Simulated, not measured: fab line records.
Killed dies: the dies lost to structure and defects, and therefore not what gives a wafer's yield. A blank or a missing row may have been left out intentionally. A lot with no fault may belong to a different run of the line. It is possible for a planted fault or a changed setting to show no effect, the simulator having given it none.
Which tool was responsible? | flow n5_finfet | 12 lots, 36 wafers sampled, at 1 step of a route of 1938

WHAT THE GAUGES READ, wafer by wafer
N5_PMOS_HMC_CHANNEL_EPI_OVL_MEAS_10.
lot  | measured    | on         | PMOS_HMC_BLK_OVL (nm)
L075 | day 2 05:32 | overlay-01 | -0.1 -0.4 -1.0
L077 | day 2 11:39 | overlay-01 | -0.4 -0.8 -0.5
L079 | day 2 23:36 | overlay-01 | 0.4 0.6 0.4
L081 | day 3 11:23 | overlay-02 | -0.5 1.2 0.5
L083 | day 3 23:37 | overlay-02 | 1.0 0.5 0.3
L085 | day 4 11:46 | overlay-01 | 0.9 0.4 0.0
L087 | day 4 23:32 | overlay-01 | 0.2 -0.6 0.1
L089 | day 5 12:04 | overlay-01 | -0.3 -0.2 -0.9
L091 | day 5 23:01 | overlay-01 | 0.7 0.5 1.3
L093 | day 6 11:01 | overlay-01 | -0.1 1.3 1.0
L095 | day 6 23:52 | overlay-01 | 0.5 0.9 0.1
L097 | day 7 11:20 | overlay-01 | 1.0 0.9 0.8

WHICH TOOL RAN EACH LOT (tool, then ch and the chambers of the sampled wafers, then the start)
The record shows no process step preceding these readings.

THE ANSWER, worked out from the rows above alone
Rule: usual is defined by the lots themselves. Put in order of their means at a reading, lots are off if they are a third of the lots or fewer, leave a main group of 4 or more, and stand apart from it by a gap of 3 or more times the standard deviation of the main group's means; of several such gaps the widest counts. Not used: any main group whose means are identical at the precision the tables above print for the reading. Also off: a lot with no number at a reading for which 4 or more lots have one. Where the step has rows for the other lots, those lots are counted as sound.
None of the lots is off at any reading shown; this tells nothing.

WHAT WAS PUT IN BY THE SIMULATOR
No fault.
